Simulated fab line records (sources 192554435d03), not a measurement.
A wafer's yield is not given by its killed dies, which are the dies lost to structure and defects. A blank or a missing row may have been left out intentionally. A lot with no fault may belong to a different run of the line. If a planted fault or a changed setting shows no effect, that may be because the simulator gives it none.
Code-filled problem report in 8D (eight disciplines) form	flow n5_finfet	the parts of the form that need people (team, actions taken, sign-off) are left out

1. WHAT IS WRONG
Mean of spin_speed_rpm at N5_MOL_CONTACT_COAG_COAT_64: 1581.0 rpm across 6 wafers in 2 lots; on wafers with no fault it is 1499.9 rpm (standard deviation 1.1). Relative to the usual mean, that is a shift of +74 standard deviations.
The step: time 60 s, resist thk 10 nm.
First observed at day 6 19:48: wafer L999.2, on litho_track-01. The record holds 30 wafers of 10 lots with a number at this step. Rule for "out", or "out of limits": more than 4 standard deviations from the usual mean. All remaining wafers that have a number are taken as sound.

2. WHAT IT IS; WHAT IT IS NOT
question	is	is not
which readings at this step	spin_speed_rpm	-
which lots	L100, L999	L106, L110, L112, L113, L114, L116, L994, L995
which wafers of those lots	all that have a number	-
read on which tools	litho_track-01	litho_track-04, litho_track-05
when	from day 6 19:48	up to then (6 sound wafers); but 18 sound wafers of L106, L110, L112, L113, L114, L116 came after

3. SUSPECTS, AND WHAT RULES EACH OUT
Counting: a tool at any process step up to the reading remains a suspect when it ran all the lots that are out and ran no sound lot after the first of those.
- ald_sin-03 at N5_MOL_CONTACT_COAG_ALD_123 (deposits SiNx, target thk 5 nm, pulse time 1 s, purge time 2 s): ruled out as a lasting fault. The sound lots L114 went through it after L999, its earliest lot that is out (day 6 17:52).
- litho_track-01 at N5_MOL_CONTACT_COAG_COAT_64 (time 60 s, resist thk 10 nm): ruled out as a lasting fault. The sound lots L114 went through it after L999, its earliest lot that is out (day 6 19:48).
Left after counting: nothing in the record.

4. THE CAUSE (what the simulator had put in)
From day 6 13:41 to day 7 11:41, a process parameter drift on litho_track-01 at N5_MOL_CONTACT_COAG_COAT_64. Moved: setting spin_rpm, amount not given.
Counting ruled it out, wrongly.

5. THE CHAIN OF EFFECTS, in route order
One row per reading whose mean, taken over the struck wafers that have a number, lies over 3 standard deviations from the usual. Only readings whose record carries a usual standard deviation are examined. hours: median over the lots of the time between each lot's start at the first step of this table that gives one and its start at this step. sigmas: the change, counted in usual standard deviations.
hours	step	reading	usual	on struck wafers	change	sigmas
0	N5_MOL_CONTACT_COAG_COAT_64	spin_speed_rpm	1499.9 rpm	1581.0	+81.0	+74
The process steps in it:
- N5_MOL_CONTACT_COAG_COAT_64: time 60 s, resist thk 10 nm.
Later measuring or inspecting steps at which every struck wafer that the step has a row for has a number for every such reading, and none has moved that far: N5_MOL_CONTACT_COAG_INSPECT_42, N5_BEOL_M4_RC_MEAS_101.

6. WHAT WOULD HAVE CAUGHT IT SOONER
In this record the first reading out of limits was taken at day 6 19:48, 6 hours after the fault began at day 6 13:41.
